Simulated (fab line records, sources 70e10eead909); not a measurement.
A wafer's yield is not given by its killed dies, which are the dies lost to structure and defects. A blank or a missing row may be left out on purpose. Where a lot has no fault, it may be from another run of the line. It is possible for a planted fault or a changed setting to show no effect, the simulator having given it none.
Struck lot and sound lot, side by side | flow nand-harc | 14 out of 1159 route steps
Sound: the wafers L528.1, L528.5, L528.6. Struck: wafer L541.6. (L541.1, L541.2 of the same lot were not struck and are left out.) The cause comes at the end.
Order at every step that has rows: each side's tool, ch and its chambers, its first start. Under that, the readings that differ: sound wafers | struck wafers | difference of the means | sigmas: that difference in standard deviations of wafers without a fault.
alike: words and numbers the same on both sides, and readings whose means are apart by under 2 such deviations; not compared: readings that were withheld, readings missing a value for some wafer, numbers with overlapping values and no deviation given by the record, and bounds like >300 which may hide the same value.
Wherever a step has rows on one side only, a row that says differs or no value, or a row with sigmas, the two part there. Non-overlapping numbers with no deviation appear without sigmas and do not part them. A reading missing from all wafers of one side parts the sides only when that side holds two or more wafers.

NHARC_A_CONTACT_ETCH_137: etches the open film in C4F8/O2/Ar, time 132 s, target depth 1287 nm.
  sound on har-cap-etch-02 ch 0,1, day 17 23:40; struck on har-cap-etch-02 ch 0, day 20 15:58
  alike: oes-air-line-au
  not compared: rf-hours-counter-h
NHARC_A_CONTACT_ETCH_138: etches the open film in C4F8/O2/Ar, time 132 s, target depth 1289 nm.
  sound on har-cap-etch-02 ch 0,1, day 17 23:47; struck on har-cap-etch-02 ch 0, day 20 16:05
  reading                | sound             | struck | difference | sigmas
  oes-air-line-au (a.u.) | 0.987 0.975 0.976 | 1.019  | +0.040     | +2
  not compared: rf-hours-counter-h
NHARC_A_CONTACT_ETCH_139: etches the open film in C4F8/O2/Ar, time 137 s, target depth 590 nm.
  sound on har-cap-etch-02 ch 0,1, day 17 23:55; struck on har-cap-etch-02 ch 0, day 20 16:13
  alike: oes-air-line-au
  not compared: rf-hours-counter-h
then, 2 steps without rows for these wafers: NHARC_A_CONTACT_ETCH_92 (etches the open film in CH3F/O2, target depth 40 nm, time 85.7 s); NHARC_A_CONTACT_ETCH_98 (etches the open film in C4F6/O2, target depth 20 nm, time 10 s).
NHARC_A_CONTACT_CD_MEAS_15:
  sound on cd-sem-02 at day 18 00:31; struck on cd-sem-01 at day 20 16:50
  alike: cd-nm
then, 3 steps without rows for these wafers: NHARC_A_CONTACT_STRIP_107 (strips in N2/H2); NHARC_A_CONTACT_STRIP_108 (strips in CF4/CHF3); NHARC_A_CONTACT_STRIP_109 (strips in O2/COS).
NHARC_A_CONTACT_ETCH_110: etches the open film in CF4/O2, target depth 50 nm, overetch 5 nm, time 27.5 s.
  sound on rie-diel-12 ch 0,3, day 18 00:52; struck on rie-diel-05 ch 0, day 20 17:12
  alike: drypump-motor-current-A, mfc-ar-sccm, oes-product-au, rf-fwd-power-W, rf-vpp-V, showerhead-plenum-p-Torr, throttle-valve-pct
  not compared: rf-hours-counter-h
NHARC_A_CONTACT_STRIP_26: strips in O2.
  sound: rie-diel-12 ch 0,1,2; struck: rie-diel-05 ch 1
  reading               | sound             | struck | difference | sigmas
  oes-product-au (a.u.) | 0.995 0.995 0.994 | 1.019  | +0.024     | +2
  alike: drypump-motor-current-A, mfc-ar-sccm, rf-vpp-V, showerhead-plenum-p-Torr, throttle-valve-pct
  not compared: rf-hours-counter-h
then, 1 step without rows for these wafers: NHARC_A_CONTACT_STRIP_27 (strips in post etch residue remover, time 600 s).
NHARC_A_CONTACT_ALD_18: deposits TiN, target thk 3 nm, pulse time 1 s, ald cycles 150.
  sound on ald-metal-02 ch 0,1,3, day 18 01:35; struck on ald-metal-03 ch 0, day 20 17:54
  reading    | sound       | struck | difference | sigmas
  ald-cycles | 150 150 150 | 63     | -87        |
  alike: heater-power-w, precursor-pulse-height-rel
then, 1 step without rows for these wafers: NHARC_A_CONTACT_CVD_19 (deposits W, target thk 300 nm, time 802 s).

## WHERE THEY PART
At NHARC_A_CONTACT_ETCH_138 first; at NHARC_A_CONTACT_STRIP_26 last (within this record only). Later steps at which nothing parts them and some readings are alike: NHARC_A_CONTACT_ALD_18.

WHY: what had been put in by the simulator
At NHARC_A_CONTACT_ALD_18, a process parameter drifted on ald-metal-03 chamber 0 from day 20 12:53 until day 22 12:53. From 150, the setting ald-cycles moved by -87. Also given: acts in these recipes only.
